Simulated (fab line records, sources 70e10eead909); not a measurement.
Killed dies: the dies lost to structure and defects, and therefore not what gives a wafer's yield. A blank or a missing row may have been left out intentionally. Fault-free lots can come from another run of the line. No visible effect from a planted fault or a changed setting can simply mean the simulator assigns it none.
Which tool was responsible? | flow nand harc | 15 lots, 45 wafers sampled, at 5 steps of a route of 1302

## WHAT EACH GAUGE READ, for each wafer
NHARC_A_CHANNEL_HOLE_D2_CD_MEAS_31. Usual: cd nm reads 90.1 nm (standard deviation 1.6).
lot  | measured     | on        | cd nm (nm)     | flag
L929 | day 13 14:37 | cd sem-03 | 87.1 88.4 87.6 |
L930 | day 13 15:01 | cd sem-02 | 90.4 89.6 90.2 |
L931 | day 14 12:38 | cd sem-01 | 87.3 91.7 88.2 |
L936 | day 16 18:36 | cd sem-03 | -0.2 -1.1 -0.6 | OFF
L937 | day 17 04:09 | cd sem-03 | 0.3 0.4 0.6    | OFF
L938 | day 17 12:04 | cd sem-02 | 0.5 -0.1 0.9   | OFF
L940 | day 18 03:52 | cd sem-03 | 90.1 92.1 89.2 |
L944 | day 19 11:50 | cd sem-02 | 88.1 92.1 90.9 |
L942 | day 19 23:10 | cd sem-02 | 89.6 92.2 88.6 |
L945 | day 20 07:49 | cd sem-01 | 90.3 88.4 87.6 |
L946 | day 20 13:01 | cd sem-02 | 91.9 88.2 88.8 |
L948 | day 21 23:19 | cd sem-01 | 89.0 91.2 87.4 |
L950 | day 22 05:53 | cd sem-02 | 91.5 89.6 89.5 |
L951 | day 22 21:32 | cd sem-02 | 89.5 90.3 90.1 |
L952 | day 22 22:14 | cd sem-02 | 92.5 93.0 91.0 |

## WHAT TOOL EACH LOT RAN ON (gives the tool, then ch and the chambers of the sampled wafers, and finally the start)
lot  | NHARC_A_CHANNEL_HOLE_D2_ETCH_34               | NHARC_A_CHANNEL_HOLE_D2_ETCH_16               | NHARC_A_CHANNEL_HOLE_D2_ETCH_21  | NHARC_A_CHANNEL_HOLE_D2_ETCH_44
L929 | rie diel-04 ch 0,1,3, day 13 09:32 or earlier | rie diel-04 ch 0,2, day 13 09:32 or earlier   | har etch-01 ch 0,1, day 13 09:32 | rie diel-05 ch 0,2, day 13 13:50
L930 | rie diel-05 ch 0,3, day 13 09:55 or earlier   | rie diel-05 ch 0,1,2, day 13 09:55 or earlier | har etch-02 ch 0,1, day 13 09:55 | rie diel-08 ch 2,3, day 13 14:13
L931 | rie diel-05 ch 0,1,2, day 14 07:32 or earlier | rie diel-05 ch 0,3, day 14 07:32 or earlier   | har etch-01 ch 0,1, day 14 07:32 | rie diel-05 ch 0,2,3, day 14 11:52
L936 | rie diel-08 ch 0,1,3, day 16 13:31 or earlier | rie diel-08 ch 1,2,3, day 16 13:31 or earlier | har etch-02 ch 0,1, day 16 13:31 | rie diel-08 ch 0,1,2, day 16 17:46
L937 | rie diel-05 ch 0,1,3, day 16 23:08 or earlier | rie diel-05 ch 2,3, day 16 23:08 or earlier   | har etch-01 ch 0,1, day 16 23:08 | rie diel-04 ch 1,2,3, day 17 03:20
L938 | rie diel-05 ch 1,2,3, day 17 06:59 or earlier | rie diel-05 ch 0,2,3, day 17 06:59 or earlier | har etch-01 ch 0,1, day 17 06:59 | rie diel-05 ch 0,2,3, day 17 11:16
L940 | rie diel-05 ch 0,2,3, day 17 22:46 or earlier | rie diel-05 ch 0,1,2, day 17 22:46 or earlier | har etch-02 ch 0,1, day 17 22:46 | rie diel-04 ch 0,2,3, day 18 03:04
L944 | rie diel-08 ch 0,1,2, day 19 06:47 or earlier | rie diel-08 ch 0,1,3, day 19 06:47 or earlier | har etch-01 ch 0,1, day 19 06:47 | rie diel-04 ch 0,1,3, day 19 11:01
L942 | rie diel-05 ch 0,2,3, day 19 18:04 or earlier | rie diel-05 ch 2,3, day 19 18:04 or earlier   | har etch-01 ch 0,1, day 19 18:04 | rie diel-08 ch 0,1,2, day 19 22:23
L945 | rie diel-05 ch 2,3, day 20 02:46 or earlier   | rie diel-05 ch 0,2, day 20 02:46 or earlier   | har etch-02 ch 0,1, day 20 02:46 | rie diel-05 ch 0,1,2, day 20 07:00
L946 | rie diel-08 ch 0,1,2, day 20 07:53 or earlier | rie diel-08 ch 0,1,2, day 20 07:53 or earlier | har etch-02 ch 0,1, day 20 07:53 | rie diel-05 ch 1,2,3, day 20 12:12
L948 | rie diel-04 ch 0,1, day 21 18:08 or earlier   | rie diel-04 ch 0,2,3, day 21 18:08 or earlier | har etch-01 ch 0,1, day 21 18:08 | rie diel-08 ch 2,3, day 21 22:25
L950 | rie diel-05 ch 0,2, day 22 00:47 or earlier   | rie diel-05 ch 0,1,3, day 22 00:47 or earlier | har etch-02 ch 0,1, day 22 00:47 | rie diel-05 ch 1,2,3, day 22 05:05
L951 | rie diel-08 ch 0,1,3, day 22 16:40 or earlier | rie diel-08 ch 0,3, day 22 16:40 or earlier   | har etch-02 ch 0,1, day 22 16:40 | rie diel-05 ch 0,1, day 22 20:44
L952 | rie diel-05 ch 0,1,3, day 22 17:07 or earlier | rie diel-05 ch 1,2,3, day 22 17:07 or earlier | har etch-01 ch 0,1, day 22 17:07 | rie diel-04 ch 0,2,3, day 22 21:25
- NHARC_A_CHANNEL_HOLE_D2_ETCH_34: etches the open film in CF4/CHF3, target depth 154 nm, time 77 s.
- NHARC_A_CHANNEL_HOLE_D2_ETCH_16: etches the open film in O2/COS, target depth 3100 nm, time 806 s.
- NHARC_A_CHANNEL_HOLE_D2_ETCH_21: etches the open film in C4F8/O2/Ar, time 514.3 s, target depth 1600 nm.
- NHARC_A_CHANNEL_HOLE_D2_ETCH_44: etches the open film in CF4/O2, target depth 140 nm, overetch 14 nm, time 77 s.

## AS READ BY THE TOOLS THEMSELVES (means over the sampled wafers that have a number; for cases with no such wafer, the mark the record gives instead)
NHARC_A_CHANNEL_HOLE_D2_ETCH_34. Usual: bias w 200.0 W, standard deviation 0.55; cf4 flow sccm 100.0 sccm, standard deviation 0.32; drypump motor current A 5.6 A, standard deviation 0.47; mfc ar sccm 0.0003 sccm, standard deviation 0.00092; oes product au 0.966 a.u., standard deviation 0.017; rf vpp V 370.0 V, standard deviation 2.3; showerhead plenum p Torr 1.56 Torr, standard deviation 0.065; throttle valve pct 16.802 %, standard deviation 0.0097.
lot  | tool        | bias w (W) | cf4 flow sccm (sccm) | drypump motor current A (A) | mfc ar sccm (sccm) | oes product au (a.u.) | rf vpp V (V) | showerhead plenum p Torr (Torr) | throttle valve pct (%) | flag
L929 | rie diel-04 | 200.0      | 100.0                | 5.5                         | 0.0000             | 0.970                 | 373.0        | 1.63                            | 16.797                 |
L930 | rie diel-05 | 199.7      | 99.8                 | 5.6                         | 0.0000             | 0.967                 | 369.3        | 1.53                            | 16.800                 |
L931 | rie diel-05 | 200.0      | 100.1                | 5.7                         | 0.0009             | 0.971                 | 370.4        | 1.57                            | 16.798                 |
L936 | rie diel-08 | 200.2      | 99.9                 | 5.8                         | 0.0000             | 0.968                 | 370.2        | 1.54                            | 16.801                 |
L937 | rie diel-05 | 200.0      | 100.0                | 5.6                         | 0.0009             | 0.968                 | 370.6        | 1.57                            | 16.809                 |
L938 | rie diel-05 | 200.2      | 100.2                | 5.4                         | 0.0009             | 0.970                 | 369.2        | 1.53                            | 16.802                 |
L940 | rie diel-05 | 200.4      | 99.9                 | 5.8                         | 0.0000             | 0.961                 | 368.2        | 1.52                            | 16.796                 |
L944 | rie diel-08 | 199.4      | 100.3                | 5.4                         | 0.0000             | 0.948                 | 368.7        | 1.52                            | 16.805                 |
L942 | rie diel-05 | 200.1      | 100.3                | 5.8                         | 0.0000             | 0.966                 | 369.8        | 1.52                            | 16.794                 |
L945 | rie diel-05 | 200.0      | 99.8                 | 5.6                         | 0.0000             | 0.964                 | 367.7        | 1.48                            | 16.798                 |
L946 | rie diel-08 | 199.9      | 100.0                | 5.4                         | 0.0000             | 0.972                 | 368.3        | 1.52                            | 16.806                 |
L948 | rie diel-04 | 200.0      | 100.1                | 5.3                         | 0.0000             | 0.985                 | 371.6        | 1.63                            | 16.811                 |
L950 | rie diel-05 | 199.6      | 100.5                | 5.9                         | 0.0000             | 0.956                 | 368.8        | 1.51                            | 16.801                 |
L951 | rie diel-08 | 199.7      | 99.9                 | 5.8                         | 0.0000             | 0.970                 | 370.1        | 1.54                            | 16.788                 |
L952 | rie diel-05 | 200.2      | 100.1                | 5.6                         | 0.0009             | 0.949                 | 370.7        | 1.57                            | 16.801                 |

NHARC_A_CHANNEL_HOLE_D2_ETCH_16. Usual: bias w 300.0 W, standard deviation 0.83; chamber pressure mTorr 19.999 mTorr, standard deviation 0.019; drypump motor current A 5.6 A, standard deviation 0.48; mfc ar sccm 0.0003 sccm, standard deviation 0.00088; oes product au 1.000 a.u., standard deviation 0.012; rf vpp V 313.7 V, standard deviation 2; showerhead plenum p Torr 3.08 Torr, standard deviation 0.13; throttle valve pct 28.330 %, standard deviation 0.0088.
lot  | tool        | bias w (W) | chamber pressure mTorr (mTorr) | drypump motor current A (A) | mfc ar sccm (sccm) | oes product au (a.u.) | rf vpp V (V) | showerhead plenum p Torr (Torr) | throttle valve pct (%) | flag
L929 | rie diel-04 | 299.9      | 19.988                         | 5.2                         | 0.0000             | 1.010                 | 314.9        | 3.18                            | 28.328                 |
L930 | rie diel-05 | 300.0      | 19.997                         | 5.7                         | 0.0009             | 0.996                 | 315.2        | 3.11                            | 28.332                 |
L931 | rie diel-05 | 300.5      | 20.002                         | 5.6                         | 0.0000             | 0.990                 | 313.5        | 3.03                            | 28.333                 |
L936 | rie diel-08 | 299.7      | 19.968                         | 5.5                         | 0.0000             | 1.004                 | 313.8        | 3.08                            | 28.327                 |
L937 | rie diel-05 | 300.5      | 19.981                         | 5.6                         | 0.0000             | 0.998                 | 312.6        | 2.93                            | 28.335                 |
L938 | rie diel-05 | 300.1      | 19.995                         | 5.8                         | 0.0000             | 1.001                 | 313.1        | 3.02                            | 28.326                 |
L940 | rie diel-05 | 299.8      | 20.028                         | 5.7                         | 0.0009             | 1.005                 | 314.4        | 3.11                            | 28.326                 |
L944 | rie diel-08 | 300.2      | 19.996                         | 5.8                         | 0.0000             | 0.999                 | 313.5        | 3.05                            | 28.331                 |
L942 | rie diel-05 | 300.3      | 20.004                         | 5.6                         | 0.0000             | 0.992                 | 310.6        | 2.92                            | 28.331                 |
L945 | rie diel-05 | 300.2      | 20.005                         | 6.2                         | 0.0000             | 0.991                 | 314.0        | 3.09                            | 28.324                 |
L946 | rie diel-08 | 299.3      | 20.007                         | 5.5                         | 0.0000             | 1.006                 | 312.8        | 3.01                            | 28.331                 |
L948 | rie diel-04 | 300.1      | 20.003                         | 5.4                         | 0.0000             | 1.013                 | 315.3        | 3.17                            | 28.335                 |
L950 | rie diel-05 | 300.4      | 20.003                         | 5.6                         | 0.0009             | 0.997                 | 314.5        | 3.12                            | 28.325                 |
L951 | rie diel-08 | 299.6      | 20.020                         | 5.6                         | 0.0000             | 1.005                 | 311.4        | 2.98                            | 28.329                 |
L952 | rie diel-05 | 300.3      | 19.984                         | 5.4                         | 0.0009             | 1.006                 | 312.9        | 3.03                            | 28.333                 |

NHARC_A_CHANNEL_HOLE_D2_ETCH_21. Usual: c4f8 flow sccm 89.25 sccm, standard deviation 0.27; chamber pressure mTorr 19.998 mTorr, standard deviation 0.019; drypump motor current A 5.76 A, standard deviation 0.22; mfc ar sccm 375.0 sccm, standard deviation 1.2; showerhead plenum p Torr 3.67 Torr, standard deviation 0.18; temp c -20.00 C, standard deviation 0.12; throttle valve pct 32.155 %, standard deviation 0.009.
lot  | tool        | c4f8 flow sccm (sccm) | chamber pressure mTorr (mTorr) | drypump motor current A (A) | mfc ar sccm (sccm) | showerhead plenum p Torr (Torr) | temp c (C) | throttle valve pct (%) | flag
L929 | har etch-01 | 88.99                 | 19.993                         | 5.67                        | 375.9              | 3.60                            | -20.08     | 32.161                 |
L930 | har etch-02 | 89.13                 | 19.984                         | 5.77                        | 373.7              | 3.46                            | -19.87     | 32.153                 |
L931 | har etch-01 | 89.14                 | 20.002                         | 5.65                        | 375.0              | 3.64                            | -20.12     | 32.161                 |
L936 | har etch-02 | -                     | -                              | -                           | -                  | -                               | -          | -                      | OFF
L937 | har etch-01 | -                     | -                              | -                           | -                  | -                               | -          | -                      | OFF
L938 | har etch-01 | -                     | -                              | -                           | -                  | -                               | -          | -                      | OFF
L940 | har etch-02 | 89.34                 | 19.994                         | 5.96                        | 374.2              | 3.93                            | -20.10     | 32.150                 |
L944 | har etch-01 | 89.41                 | 19.994                         | 5.65                        | 376.0              | 3.60                            | -19.87     | 32.153                 |
L942 | har etch-01 | 89.03                 | 19.995                         | 5.67                        | 376.3              | 3.55                            | -19.95     | 32.162                 |
L945 | har etch-02 | 89.11                 | 19.996                         | 5.96                        | 373.8              | 3.91                            | -19.97     | 32.152                 |
L946 | har etch-02 | 88.90                 | 19.997                         | 5.78                        | 375.0              | 3.91                            | -20.12     | 32.156                 |
L948 | har etch-01 | 89.38                 | 19.978                         | 5.65                        | 375.3              | 3.58                            | -19.98     | 32.156                 |
L950 | har etch-02 | 89.35                 | 19.998                         | 5.94                        | 375.6              | 3.89                            | -19.88     | 32.153                 |
L951 | har etch-02 | 89.36                 | 20.004                         | 5.96                        | 374.5              | 3.89                            | -20.08     | 32.155                 |
L952 | har etch-01 | 89.03                 | 20.015                         | 5.65                        | 375.1              | 3.57                            | -20.00     | 32.159                 |

NHARC_A_CHANNEL_HOLE_D2_ETCH_44. Usual: bias w 100.0 W, standard deviation 0.31; cf4 flow sccm 79.97 sccm, standard deviation 0.24; drypump motor current A 5.5 A, standard deviation 0.49; mfc ar sccm 0.0003 sccm, standard deviation 0.00092; oes_o_777_au 1.000 a.u., standard deviation 0.0049; oes product au 1.000 a.u., standard deviation 0.011; rf vpp V 197.5 V, standard deviation 1.3; showerhead plenum p Torr 1.32 Torr, standard deviation 0.055; throttle valve pct 13.397 %, standard deviation 0.0086.
lot  | tool        | bias w (W) | cf4 flow sccm (sccm) | drypump motor current A (A) | mfc ar sccm (sccm) | oes_o_777_au (a.u.) | oes product au (a.u.) | rf vpp V (V) | showerhead plenum p Torr (Torr) | throttle valve pct (%) | flag
L929 | rie diel-05 | 100.2      | 79.75                | 6.1                         | 0.0000             | 1.005               | 0.992                 | 197.4        | 1.32                            | 13.401                 |
L930 | rie diel-08 | 99.7       | 79.82                | 5.3                         | 0.0000             | 0.996               | 0.997                 | 197.2        | 1.31                            | 13.400                 |
L931 | rie diel-05 | 99.7       | 79.90                | 5.8                         | 0.0000             | 1.002               | 1.001                 | 196.6        | 1.29                            | 13.396                 |
L936 | rie diel-08 | 99.9       | 80.08                | 5.4                         | 0.0000             | 0.997               | 1.002                 | 197.1        | 1.29                            | 13.404                 |
L937 | rie diel-04 | 100.1      | 79.80                | 5.7                         | 0.0000             | 1.001               | 1.002                 | 198.1        | 1.36                            | 13.393                 |
L938 | rie diel-05 | 99.9       | 80.06                | 5.8                         | 0.0000             | 1.003               | 0.997                 | 197.0        | 1.29                            | 13.391                 |
L940 | rie diel-04 | 100.2      | 79.98                | 5.4                         | 0.0000             | 1.000               | 1.011                 | 197.8        | 1.36                            | 13.392                 |
L944 | rie diel-04 | 99.9       | 79.94                | 5.5                         | 0.0000             | 0.998               | 1.012                 | 198.3        | 1.38                            | 13.408                 |
L942 | rie diel-08 | 100.0      | 79.91                | 5.4                         | 0.0000             | 0.996               | 0.997                 | 196.3        | 1.29                            | 13.391                 |
L945 | rie diel-05 | 99.8       | 79.90                | 5.7                         | 0.0009             | 0.998               | 0.988                 | 198.1        | 1.33                            | 13.394                 |
L946 | rie diel-05 | 99.9       | 79.88                | 5.4                         | 0.0009             | 0.998               | 0.993                 | 196.6        | 1.30                            | 13.387                 |
L948 | rie diel-08 | 100.0      | 79.91                | 5.3                         | 0.0000             | 0.999               | 0.996                 | 197.7        | 1.31                            | 13.399                 |
L950 | rie diel-05 | 100.1      | 80.12                | 5.4                         | 0.0009             | 0.999               | 1.004                 | 196.3        | 1.30                            | 13.391                 |
L951 | rie diel-05 | 99.5       | 79.92                | 5.5                         | 0.0019             | 1.000               | 1.000                 | 198.4        | 1.38                            | 13.394                 |
L952 | rie diel-04 | 99.8       | 79.99                | 5.4                         | 0.0000             | 0.994               | 1.013                 | 198.2        | 1.36                            | 13.406                 |

## THE ANSWER, worked out from the rows above alone
Rule: lot off if the mean of its wafers having a number is beyond 3 standard deviations from the usual mean. A lot without any number at a reading at which 4 lots or more have one is off too. All remaining lots with rows at the step are treated as sound. The gauges are gone through in route order, then the tools' own readings, and for those a lot's mean is taken as printed above. At the first step where some lot is off, the reading lying furthest off is the one used; lots without a number count as furthest.
Off at NHARC_A_CHANNEL_HOLE_D2_CD_MEAS_31 (cd nm): L936, L937, L938.
If a tool, at a process step before that reading, ran all the lots that are off and no sound lot after the first of them, it fits. Not tried: the gauges at NHARC_A_CHANNEL_HOLE_D2_CD_MEAS_31; whatever is off there is also off at NHARC_A_CHANNEL_HOLE_D2_ETCH_21, on other tools, and gauge error can't account for it. With no start given for some of its lots, NHARC_A_CHANNEL_HOLE_D2_ETCH_34 uses the hours and lot order of NHARC_A_CHANNEL_HOLE_D2_ETCH_21. With no start given for some of its lots, NHARC_A_CHANNEL_HOLE_D2_ETCH_16 uses the hours and lot order of NHARC_A_CHANNEL_HOLE_D2_ETCH_21. None of those tried fits.

## WHAT THE SIMULATOR PUT IN
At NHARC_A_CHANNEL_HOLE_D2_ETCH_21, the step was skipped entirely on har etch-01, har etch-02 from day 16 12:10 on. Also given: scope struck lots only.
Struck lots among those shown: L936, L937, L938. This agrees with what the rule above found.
